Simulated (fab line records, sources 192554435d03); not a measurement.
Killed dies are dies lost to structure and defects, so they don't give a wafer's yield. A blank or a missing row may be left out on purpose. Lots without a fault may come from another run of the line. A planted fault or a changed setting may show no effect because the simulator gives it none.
fab line records | flow n5_finfet | part 1 of 2: steps 1 to 4 of 6
record lots=22 wafers=66 last_day=18
route steps=1938 shown FIN_CUT@173 STI_FIN_REVEAL@191 DUMMY_GATE@235
lots that met no fault: from a run of the same line without faults
start_h: hours from the record's first day to the start of the lot's first wafer shown | wait_h: hours since the lot's step before | " the same as in the row above | L1.1+2: a row that stands for several wafers | - no value, or no start given | * or withheld: withheld | < > ~ a bound
route shown NAME@n: a module of which the file shows steps, and the number in the route of the first | usual: mean/standard deviation of fault-free wafers | same: alike in all rows | chamber/n: place in a boat | sites: the reading at each site | _std_site: their standard deviation | _edge_site: outer sites' mean less inner sites' | radius_mm: how far each site lies from the wafer's centre | mask NAME#n: copy n | behind: the tool/chamber that last shaped the wafer | hold: why the lot was held/for how many hours/how that ended | device: the transistor (n, p or np) that didn't switch | end of line: the same wafers' tests at the end of the route | a step without rows: its recipe alone | killed: dies lost to structure and defects at the first sort, not the wafer's yield | map: a wafer's dies, x killed, . not, _ none there
set.NAME: the setting as run; set.NAME@STEP: as run at that earlier step | model.NAME: the simulator's own value behind a step, which no gauge read
steps of the route over a sample of lots; a table a step, a row a wafer
services: from which hour (start_h, from the record's first day; less than 0 if before it) a tool's chamber was out of use, for how many hours, and why
## steps
# step N5_FIN_CUT_CUT_ETCH_26
# recipe chemistry=CH3F/O2 target=SiNx target_depth_a=390 mask_material=SOC time_s=55.7 pressure_mtorr=30 source_w=395 bias_w=73 Ar_flow_sccm=150 CH3F_flow_sccm=30 O2_flow_sccm=20 ion_energy_ev=120
# usual drypump_motor_current_A=5.9/0.36 oes_product_au=0.78/0.098 rf_vpp_V=298/5.1 showerhead_plenum_p_Torr=2.00/0.074 throttle_valve_pct=16.42/0.23
# columns lot.wafer tool chamber start_h wait_h drypump_motor_current_A oes_product_au rf_hours_counter_h rf_vpp_V showerhead_plenum_p_Torr throttle_valve_pct
L074.1 rie_diel-04 2 27.85 0.0 5.4 0.78 109 310 2.11 16.47
L074.5 " 2 " " 5.4 0.77 - 309 2.11 16.47
L074.6 " 3 " " 5.4 0.96 - 296 2.06 15.99
L075.2 rie_diel-02 1 38.81 0.0 5.9 0.79 100 301 2.02 16.47
L075.4 " 2 " " 5.2 0.67 245 302 2.06 16.65
L075.6 " 3 " " 5.9 0.69 - 288 2.07 16.75
L076.1 rie_diel-02 2 39.72 0.0 5.3 0.67 245 301 2.06 16.64
L076.3 " 1 " " 5.9 0.80 100 301 2.02 16.49
L076.6 " 2 " " 5.2 0.67 - 302 2.06 16.64
L077.1 rie_diel-06 2 47.55 0.0 5.9 0.78 94 296 2.10 16.02
L077.3 " 3 " " 5.9 0.91 30 303 1.96 16.55
L077.6 " 0 " " 5.9 0.69 - 298 2.06 16.43
L078.3 rie_diel-06 2 52.54 0.0 5.9 0.77 94 299 2.10 16.01
L078.4 " 3 " " 5.9 0.90 30 302 1.96 16.57
L078.5 " 1 " " 6.0 0.71 - 297 1.89 16.49
L079.3 rie_diel-06 1 56.92 0.0 5.9 0.71 211 297 1.89 16.50
L079.4 " 2 " " 5.9 0.78 95 299 2.10 16.01
L079.6 " 3 " " 5.9 0.90 - 302 1.96 16.58
L080.1 rie_diel-02 1 63.28 0.0 5.9 0.79 110 302 2.01 16.49
L080.3 " 2 " " 5.2 0.67 251 301 2.06 16.67
L080.6 " 1 " " 5.9 0.79 - 301 2.01 16.48
L081.2 rie_diel-04 0 68.99 0.0 6.3 0.71 213 305 1.90 16.65
L081.3 " 3 " " 5.4 0.93 19 299 2.06 16.01
L081.5 " 3 " " 5.4 0.93 - 298 2.06 16.00
L082.1 rie_diel-06 3 74.51 0.0 5.9 0.88 38 301 1.96 16.59
L082.2 " 1 " " 6.0 0.70 218 298 1.89 16.52
L082.4 " 1 " " 5.9 0.70 - 296 1.89 16.51
L083.1 rie_diel-02 3 82.05 0.0 5.9 0.97 4 287 2.06 16.23
L083.2 " 1 " " 5.9 0.77 118 302 2.01 16.51
L083.4 " 3 " " 5.9 0.97 - 289 2.06 16.23
L084.1 rie_diel-06 0 87.43 0.0 5.9 0.98 2 298 2.06 15.96
L084.2 " 1 " " 5.9 0.71 223 299 1.89 16.51
L084.6 " 0 " " 5.9 0.98 - 296 2.06 15.97
L085.2 rie_diel-04 1 93.78 0.0 5.8 0.69 209 290 1.99 16.60
L085.3 " 3 " " 5.4 0.92 26 297 2.05 16.02
L085.6 " 1 " " 5.8 0.69 - 291 1.99 16.60
L086.1 rie_diel-04 1 104.44 0.0 5.8 0.69 213 289 1.99 16.60
L086.3 " 3 " " 5.4 0.90 30 298 2.05 16.03
L086.6 " 1 " " 5.8 0.69 - 291 1.99 16.61
L087.1 rie_diel-04 0 108.25 0.0 6.3 0.69 227 303 1.89 16.66
L087.3 " 3 " " 5.4 0.90 32 298 2.05 16.03
L087.6 " 3 " " 5.4 0.90 - 296 2.05 16.03
L088.2 rie_diel-06 1 112.74 0.0 5.9 0.69 230 297 1.88 16.54
L088.3 " 3 " " 5.9 0.87 49 302 1.96 16.61
L088.5 " 1 " " 5.9 0.70 - 298 1.88 16.53
L089.2 rie_diel-02 2 120.43 0.0 5.2 0.97 7 301 2.05 16.23
L089.3 " 0 " " 6.5 0.72 203 298 1.90 16.47
L089.4 " 3 " " 5.9 0.94 16 286 2.06 16.25
L090.1 rie_diel-06 0 123.29 0.0 5.9 0.94 12 297 2.06 15.97
L090.4 " 1 " " 5.9 0.70 233 298 1.88 16.55
L090.5 " 2 " " 5.9 0.76 - 299 2.09 16.05
L092.3 rie_diel-04 1 136.95 0.0 5.7 0.68 227 290 1.99 16.62
L092.4 " 1 " " 5.8 0.68 - 292 1.99 16.61
L092.6 " 0 " " 6.3 0.68 - 305 1.89 16.69
L093.1 rie_diel-02 1 141.50 0.0 5.9 0.75 136 301 2.00 16.54
L093.2 " 0 " " 6.5 0.71 210 300 1.90 16.49
L093.4 " 2 " " 5.2 0.93 14 301 2.05 16.24
L094.1 rie_diel-04 3 147.96 0.0 5.4 0.88 49 298 2.05 16.08
L094.2 " 0 " " 6.3 0.68 243 303 1.89 16.70
L094.5 " 1 " " 5.8 0.68 - 290 1.99 16.63
L095.2 rie_diel-02 1 153.46 0.0 5.9 0.75 139 301 2.00 16.55
L095.3 " 2 " " 5.3 0.93 17 301 2.05 16.24
L095.4 " 0 " " 6.6 0.71 213 299 1.90 16.49
L096.2 rie_diel-04 1 159.06 0.0 5.8 0.67 236 291 1.98 16.65
L096.3 " 0 " " 6.3 0.67 248 303 1.89 16.70
L096.4 " 3 " " 5.4 0.86 - 298 2.05 16.07
# step N5_FIN_CUT_CUT_ETCH_15
# recipe chemistry=HBr/Cl2/O2 target=Si target_depth_a=1000 bt_time_s=10 mask_material=SOC time_s=42.4 ion_energy_ev=* bias_w=* pressure_mtorr=10 icp_w=800 HBr_flow_sccm=150 Cl2_flow_sccm=80 O2_flow_sccm=12
# usual drypump_motor_current_A=5.6/0.44 he_backside_leak_sccm=3.0/0.38 oes_product_au=1.005/0.011 throttle_valve_pct=37.25/0.26
# columns lot.wafer tool chamber start_h wait_h drypump_motor_current_A he_backside_leak_sccm oes_product_au rf_hours_counter_h throttle_valve_pct
L074.1 rie_si-03 3 28.05 0.1 6.2 3.1 1.000 67 37.09
L074.5 " 3 " " 6.2 3.2 1.003 - 37.10
L074.6 " 0 " " 5.8 2.2 1.015 - 37.37
L075.2 rie_si-05 3 39.01 0.1 5.1 3.5 1.010 122 37.51
L075.4 " 1 " " 5.9 3.0 1.002 80 37.27
L075.6 " 0 " " 4.9 2.9 0.985 - 37.24
L076.1 rie_si-03 0 39.91 0.1 5.8 2.2 1.018 1 37.40
L076.3 " 2 " " 5.9 3.4 1.001 182 37.39
L076.6 " 0 " " 5.8 2.1 1.013 - 37.38
L077.1 rie_si-05 2 47.88 0.1 5.1 2.6 0.996 59 36.83
L077.3 " 0 " " 4.9 2.8 0.994 33 37.24
L077.6 " 3 " " 5.1 3.3 1.013 - 37.51
L078.3 rie_si-02 3 52.73 0.0 6.1 3.1 0.999 59 37.23
L078.4 " 2 " " 6.3 2.9 1.019 177 36.56
L078.5 " 0 " " 5.1 3.2 1.000 - 37.06
L079.3 rie_si-02 0 57.12 0.0 5.2 3.2 1.012 185 37.08
L079.4 " 1 " " 5.6 2.6 1.011 5 37.02
L079.6 " 0 " " 5.1 3.3 0.998 - 37.06
L080.1 rie_si-03 0 63.47 0.1 5.8 2.2 1.017 1 37.37
L080.3 " 1 " " 5.5 3.3 1.023 160 37.61
L080.6 " 2 " " 5.9 3.3 1.005 - 37.42
L081.2 rie_si-05 2 69.19 0.1 5.1 2.5 1.003 59 36.83
L081.3 " 1 " " 5.9 2.9 1.003 80 37.28
L081.5 " 1 " " 5.9 2.8 0.991 - 37.28
L082.1 rie_si-03 3 74.70 0.1 6.1 3.0 0.998 68 37.08
L082.2 " 0 " " 5.8 2.3 1.017 2 37.38
L082.4 " 1 " " 5.5 3.4 1.031 160 37.62
L083.1 rie_si-05 3 82.25 0.1 5.1 3.4 1.008 123 37.50
L083.2 " 1 " " 5.9 2.8 0.997 81 37.28
L083.4 " 2 " " 5.1 2.6 1.012 60 36.82
L084.1 rie_si-03 0 87.63 0.1 5.8 2.3 1.013 2 37.38
L084.2 " 1 " " 5.5 3.1 1.016 161 37.62
L084.6 " 2 " " 5.9 3.4 0.994 - 37.42
L085.2 rie_si-03 1 93.97 0.1 5.5 3.4 1.024 161 37.62
L085.3 " 0 " " 5.8 2.2 1.015 2 37.39
L085.6 " 0 " " 5.8 2.0 1.010 - 37.37
L086.1 rie_si-05 0 104.63 0.1 4.9 2.7 0.985 34 37.26
L086.3 " 1 " " 5.9 2.9 1.002 81 37.28
L086.6 " 2 " " 5.1 2.5 1.005 - 36.83
L087.1 rie_si-03 1 108.44 0.1 5.5 3.2 1.024 161 37.62
L087.3 " 0 " " 5.8 2.1 1.013 2 37.38
L087.6 " 2 " " 5.8 3.3 0.989 - 37.41
L088.2 rie_si-03 0 112.93 0.1 5.8 2.3 1.011 2 37.39
L088.3 " 1 " " 5.5 3.3 1.023 161 37.62
L088.5 " 1 " " 5.5 3.4 1.025 - 37.62
L089.2 rie_si-03 1 120.62 0.1 5.5 3.4 1.024 161 37.63
L089.3 " 0 " " 5.8 2.1 1.012 2 37.38
L089.4 " 3 " " 6.1 2.9 0.999 69 37.10
L090.1 rie_si-02 2 123.48 0.1 6.3 2.8 1.025 178 36.59
L090.4 " 3 " " 6.0 3.0 1.000 60 37.23
L090.5 " 3 " " 6.1 3.2 1.003 - 37.23
L092.3 rie_si-02 2 137.32 0.0 6.3 2.8 1.010 178 36.59
L092.4 " 0 " " 5.1 3.4 1.000 186 37.05
L092.6 " 0 " " 5.1 3.3 0.996 - 37.07
L093.1 rie_si-05 1 141.69 0.1 5.9 2.7 0.999 82 37.27
L093.2 " 2 " " 5.1 2.5 1.004 61 36.83
L093.4 " 3 " " 5.1 3.2 1.013 124 37.53
L094.1 rie_si-05 0 148.16 0.1 4.9 2.9 0.988 35 37.24
L094.2 " 3 " " 5.1 3.5 1.006 124 37.52
L094.5 " 0 " " 4.9 3.0 0.996 - 37.26
L095.2 rie_si-03 3 153.65 0.1 6.1 3.0 0.999 69 37.10
L095.3 " 0 " " 5.8 2.4 1.011 3 37.38
L095.4 " 1 " " 5.5 3.1 1.018 162 37.63
L096.2 rie_si-03 1 159.25 0.1 5.5 3.3 1.019 162 37.61
L096.3 " 0 " " 5.8 2.3 1.009 3 37.38
L096.4 " 3 " " 6.2 3.0 1.002 69 37.10
# step N5_STI_FIN_REVEAL_STRIP_24
# recipe chemistry=N2/H2 time_s=90 power_w=100 temp_c=40 pressure_mtorr=100 rf_frequency_hz=6e+07 bias_power_w=3 n2_flow_sccm=300 h2_flow_sccm=300
# usual drypump_motor_current_A=5.6/0.5 oes_product_au=0.81/0.075 rf_vpp_V=45.5/0.85 showerhead_plenum_p_Torr=3.44/0.11 throttle_valve_pct=12.23/0.15
# columns lot.wafer tool chamber start_h wait_h drypump_motor_current_A oes_product_au rf_hours_counter_h rf_vpp_V showerhead_plenum_p_Torr throttle_valve_pct
L074.1 rie_diel-05 3 34.30 0.0 4.6 0.91 20 46.8 3.58 12.04
L074.5 " 3 " " 4.6 0.91 - 44.8 3.58 12.02
L074.6 " 2 " " 5.6 0.98 - 45.5 3.61 12.08
L075.2 rie_diel-05 0 45.99 0.0 6.2 0.88 47 45.2 3.29 12.15
L075.4 " 1 " " 5.6 0.90 36 45.6 3.32 12.18
L075.6 " 0 " " 6.2 0.88 - 44.9 3.29 12.16
L076.1 rie_diel-03 1 46.91 0.0 5.2 0.83 98 46.0 3.42 12.24
L076.3 " 3 " " 6.4 0.73 175 45.8 3.25 12.46
L076.6 " 3 " " 6.3 0.74 - 45.4 3.25 12.46
L077.1 rie_diel-03 0 54.46 0.0 5.7 0.81 85 46.3 3.56 12.12
L077.3 " 2 " " 5.3 0.82 59 46.4 3.41 12.19
L077.6 " 1 " " 5.3 0.82 - 46.0 3.42 12.24
L078.3 rie_diel-03 0 58.73 0.0 5.7 0.80 86 45.6 3.56 12.14
L078.4 " 1 " " 5.3 0.83 102 46.2 3.42 12.24
L078.5 " 0 " " 5.7 0.81 - 47.1 3.56 12.13
L079.3 rie_diel-01 1 63.76 0.0 5.3 0.96 4 46.4 3.46 11.90
L079.4 " 2 " " 5.0 0.76 132 45.3 3.49 12.31
L079.6 " 3 " " 5.4 0.73 - 45.5 3.51 12.20
L080.1 rie_diel-01 2 69.67 0.0 4.9 0.76 134 43.2 3.49 12.33
L080.3 " 3 " " 5.3 0.74 151 45.8 3.51 12.20
L080.6 " 1 " " 5.2 0.97 - 46.4 3.46 11.92
L081.2 rie_diel-01 2 75.17 0.0 5.0 0.76 136 45.2 3.49 12.34
L081.3 " 0 " " 6.4 0.87 58 45.1 3.45 12.04
L081.5 " 0 " " 6.3 0.87 - 45.0 3.45 12.04
L082.1 rie_diel-01 2 80.99 0.0 5.0 0.76 138 46.1 3.49 12.33
L082.2 " 0 " " 6.4 0.86 60 45.7 3.45 12.07
L082.4 " 0 " " 6.4 0.86 - 47.1 3.45 12.04
L083.1 rie_diel-01 0 88.42 0.0 6.4 0.85 62 45.1 3.45 12.05
L083.2 " 3 " " 5.3 0.73 157 45.2 3.51 12.22
L083.4 " 1 " " 5.3 0.95 10 43.9 3.46 11.92
L084.1 rie_diel-03 3 93.68 0.0 6.4 0.71 198 45.0 3.23 12.52
L084.2 " 0 " " 5.7 0.78 104 44.6 3.55 12.18
L084.6 " 0 " " 5.6 0.77 - 45.5 3.55 12.18
L085.2 rie_diel-03 2 100.68 0.0 5.3 0.79 83 45.3 3.40 12.26
L085.3 " 0 " " 5.7 0.77 109 44.9 3.55 12.19
L085.6 " 3 " " 6.3 0.70 - 44.7 3.23 12.52
L086.1 rie_diel-03 2 110.67 0.0 5.3 0.78 90 45.6 3.40 12.25
L086.3 " 0 " " 5.7 0.77 115 45.5 3.54 12.21
L086.6 " 0 " " 5.7 0.76 - 45.9 3.54 12.20
L087.1 rie_diel-05 3 114.46 0.0 4.6 0.88 40 47.7 3.57 12.09
L087.3 " 1 " " 5.6 0.88 51 46.1 3.31 12.21
L087.6 " 1 " " 5.6 0.88 - 46.3 3.31 12.20
L088.2 rie_diel-01 3 119.10 0.0 5.4 0.73 167 44.4 3.50 12.23
L088.3 " 1 " " 5.2 0.90 26 45.1 3.45 11.96
L088.5 " 2 " " 5.0 0.73 - 45.5 3.48 12.39
L089.2 rie_diel-03 2 126.91 0.0 5.3 0.78 97 44.4 3.39 12.28
L089.3 " 3 " " 6.4 0.70 216 46.2 3.22 12.54
L089.4 " 0 " " 5.7 0.77 - 45.3 3.54 12.20
L090.1 rie_diel-01 1 129.83 0.0 5.2 0.90 31 44.4 3.44 11.97
L090.4 " 2 " " 5.0 0.73 162 46.3 3.48 12.39
L090.5 " 2 " " 5.0 0.73 - 46.2 3.48 12.40
L092.3 rie_diel-01 2 143.77 0.0 4.9 0.73 167 45.9 3.47 12.41
L092.4 " 3 " " 5.3 0.72 176 46.8 3.50 12.26
L092.6 " 2 " " 5.0 0.73 - 45.5 3.47 12.40
L093.1 rie_diel-05 2 147.74 0.0 5.6 0.91 37 46.2 3.60 12.18
L093.2 " 1 " " 5.7 0.85 63 45.8 3.30 12.24
L093.4 " 0 " " 6.2 0.85 75 44.2 3.27 12.24
L094.1 rie_diel-03 0 154.35 0.0 5.7 0.76 134 46.7 3.53 12.24
L094.2 " 1 " " 5.2 0.81 104 45.7 3.42 12.24
L094.5 " 0 " " 5.7 0.75 - 46.3 3.53 12.26
L095.2 rie_diel-05 1 160.29 0.0 5.7 0.86 66 44.0 3.30 12.25
L095.3 " 3 " " 4.6 0.86 56 46.4 3.56 12.13
L095.4 " 3 " " 4.6 0.84 - 44.2 3.56 12.13
L096.2 rie_diel-03 1 165.27 0.0 5.3 0.80 109 47.4 3.42 12.25
L096.3 " 3 " " 6.4 0.69 232 43.8 3.22 12.60
L096.4 " 0 " " 5.7 0.75 139 46.3 3.53 12.26
# step N5_STI_FIN_REVEAL_OXIDATION_31
# recipe chemistry=O2_PLASMA_REMOTE temp_c=150 time_s=20 pressure_mtorr=1000 source_power_w=2000 o2_flow_sccm=3000
# usual drypump_motor_current_A=5.8/0.47 heater_power_w=160/18
# columns lot.wafer tool chamber start_h wait_h drypump_motor_current_A heater_power_w rf_hours_counter_h
L074.1 plasma_asher-02 1 36.68 0.0 5.2 171 27
L074.5 " 1 " " 5.2 169 -
L074.6 " 0 " " 6.3 174 -
L075.2 plasma_asher-02 1 48.38 0.0 5.2 173 30
L075.4 " 1 " " 5.2 174 -
L075.6 " 0 " " 6.4 174 -
L076.1 plasma_asher-01 1 49.27 0.0 6.0 145 86
L076.3 " 0 " " 5.7 129 -
L076.6 " 0 " " 5.7 125 -
L077.1 plasma_asher-02 0 56.82 0.0 6.3 173 31
L077.3 " 0 " " 6.3 170 -
L077.6 " 0 " " 6.3 169 -
L078.3 plasma_asher-01 1 61.11 0.1 6.0 146 -
L078.4 " 0 " " 5.7 125 -
L078.5 " 1 " " 6.0 150 -
L079.3 plasma_asher-01 0 66.14 0.1 5.7 126 -
L079.4 " 1 " " 6.0 147 -
L079.6 " 1 " " 6.0 149 -
L080.1 plasma_asher-02 1 72.05 0.0 5.2 172 34
L080.3 " 0 " " 6.3 173 -
L080.6 " 0 " " 6.3 171 -
L081.2 plasma_asher-02 0 77.58 0.0 6.4 171 34
L081.3 " 1 " " 5.2 168 -
L081.5 " 0 " " 6.3 174 -
L082.1 plasma_asher-02 1 83.67 0.0 5.2 175 35
L082.2 " 0 " " 6.3 177 35
L082.4 " 0 " " 6.3 175 -
L083.1 plasma_asher-02 0 90.78 0.0 6.4 174 37
L083.2 " 1 " " 5.2 172 37
L083.4 " 0 " " 6.3 172 -
L084.1 plasma_asher-02 0 96.07 0.0 6.4 170 40
L084.2 " 1 " " 5.2 169 40
L084.6 " 1 " " 5.2 169 -
L085.2 plasma_asher-02 0 103.88 0.3 6.3 172 43
L085.3 " 0 " " 6.3 173 -
L085.6 " 0 " " 6.3 172 -
L086.1 plasma_asher-01 1 113.05 0.0 6.0 148 94
L086.3 " 1 " " 6.0 147 -
L086.6 " 1 " " 6.0 150 -
L087.1 plasma_asher-01 1 116.83 0.0 6.0 150 95
L087.3 " 0 " " 5.7 123 -
L087.6 " 0 " " 5.7 126 -
L088.2 plasma_asher-01 1 121.47 0.0 6.0 150 95
L088.3 " 0 " " 5.7 123 -
L088.5 " 0 " " 5.7 122 -
L089.2 plasma_asher-02 1 129.28 0.0 5.2 174 51
L089.3 " 0 " " 6.3 177 -
L089.4 " 1 " " 5.2 168 -
L090.1 plasma_asher-01 0 132.19 0.0 5.7 123 97
L090.4 " 0 " " 5.7 123 -
L090.5 " 0 " " 5.7 127 -
L092.3 plasma_asher-02 0 146.16 0.1 6.3 170 -
L092.4 " 1 " " 5.2 172 -
L092.6 " 0 " " 6.3 170 -
L093.1 plasma_asher-01 1 150.11 0.0 6.0 145 100
L093.2 " 0 " " 5.7 123 100
L093.4 " 0 " " 5.7 125 -
L094.1 plasma_asher-02 1 156.74 0.0 5.2 170 56
L094.2 " 0 " " 6.3 172 56
L094.5 " 0 " " 6.3 176 -
L095.2 plasma_asher-02 1 162.66 0.0 5.2 170 57
L095.3 " 0 " " 6.3 171 -
L095.4 " 1 " " 5.2 166 -
L096.2 plasma_asher-02 0 167.64 0.0 6.3 172 59
L096.3 " 0 " " 6.3 175 -
L096.4 " 1 " " 5.2 171 -
